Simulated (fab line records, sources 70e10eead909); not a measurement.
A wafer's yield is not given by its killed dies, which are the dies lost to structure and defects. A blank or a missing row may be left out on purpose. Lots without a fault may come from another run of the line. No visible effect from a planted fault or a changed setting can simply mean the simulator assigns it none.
Comparing a struck lot with a sound one :: flow nand harc :: 14 steps out of a route of 1302
Sound: wafers L906.1, L906.3, L906.4. Struck: wafer L898.2 (left out: L898.3, L898.4 of the same lot, which were not struck); the cause appears at the end.
Each step with rows lists, per side, the tool, then ch with its chambers, then its first start. Under that, the readings that differ: sound wafers :: struck wafers :: difference of the means :: sigmas: that difference in standard deviations of wafers without a fault.
alike: readings whose means differ by less than 2 such deviations, and words and numbers that are the same on both sides. not compared: withheld readings, readings that some wafer has no value for, bounds like >300 that may hide the same value, and numbers for which the record gives no deviation and whose values overlap.
A row with sigmas, a row that says differs or no value, or rows on one side alone: a step with any of these is where the two part. Non-overlapping numbers with no deviation appear without sigmas and do not part them. A reading that every wafer of one side lacks parts them only if that side has two wafers or more.

first, 7 steps without rows for these wafers: NHARC_A_CONTACT_COAT_35 (time 65 s); NHARC_A_CONTACT_COAT_36 (resist thk 90 nm); NHARC_A_CONTACT_SOFTBAKE_37 (time 55 s); NHARC_A_CONTACT_EBR_38; NHARC_A_CONTACT_EXPOSE_39 (exposes mask A CC 3); NHARC_A_CONTACT_PEB_40 (peb time 65 s); NHARC_A_CONTACT_DEVELOP_41 (develop time 35 s).
NHARC_A_CONTACT_CD_MEAS_42: target cd 300 nm.
  sound on cd sem-03 ch 0, day 27 06:50; struck on cd sem-01 ch 0, day 24 14:21
  alike: cd nm
NHARC_A_CONTACT_OVL_MEAS_43:
  sound on overlay-02 at day 27 06:56; struck on overlay-02 at day 24 14:26
  alike: overlay x nm, overlay y nm
NHARC_A_CONTACT_INSPECT_44:
  sound on defect inspect-01 at day 27 06:58; struck on defect inspect-02 at day 24 14:28
  alike: raw defect count
NHARC_A_CONTACT_DESCUM_47: chemistry O2, time 3 s.
  sound on rie diel-02 ch 1,2,3, day 27 07:02; struck on rie diel-04 ch 0, day 24 14:33
reading: rf hours counter h (h)
sound: 19 19 20
struck: 4
difference: -15
sigmas: 
  alike: drypump motor current A, oes product au, rf vpp V, showerhead plenum p Torr, throttle valve pct
NHARC_A_CONTACT_ETCH_48: etches the open film in CF4, target depth 39 nm, time 65 s.
  sound on rie diel-02 ch 0,1,3, day 27 07:07; struck on rie diel-04 ch 2, day 24 14:38
reading: rf hours counter h (h)
sound: 17 19 19
struck: 4
difference: -14
sigmas: 
  alike: drypump motor current A, oes product au, rf vpp V, run length s, showerhead plenum p Torr, throttle valve pct
NHARC_A_CONTACT_ETCH_49: etches the open film in N2/H2, target depth 260 nm, time 475.3 s.
  sound on rie diel-02 ch 1,2,3, day 27 07:17; struck on rie diel-04 ch 0, day 24 14:45
reading: rf hours counter h (h)
sound: 20 19 19
struck: 4
difference: -15
sigmas: 

reading: run length s (s)
sound: 496.4 495.7 497.2
struck: 394.0
difference: -102.4
sigmas: -99 or more
  alike: drypump motor current A, oes product au, rf vpp V, showerhead plenum p Torr, throttle valve pct
NHARC_A_CONTACT_ETCH_50: etches the open film in CF4/CHF3, target depth 121 nm, time 60.5 s.
  sound on rie diel-02 ch 0,1,2; struck on rie diel-04 ch 2
reading: rf hours counter h (h)
sound: 20 17 19
struck: 4
difference: -15
sigmas: 
  alike: drypump motor current A, oes product au, rf vpp V, run length s, showerhead plenum p Torr, throttle valve pct

== WHERE THEY PART ==
Only at NHARC_A_CONTACT_ETCH_49, within this record. Later steps at which nothing parts them and some readings are alike: NHARC_A_CONTACT_ETCH_50.

WHY: what the simulator had put in
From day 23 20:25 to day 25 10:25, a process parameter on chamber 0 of rie diel-04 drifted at NHARC_A_CONTACT_ETCH_49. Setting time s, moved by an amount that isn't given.
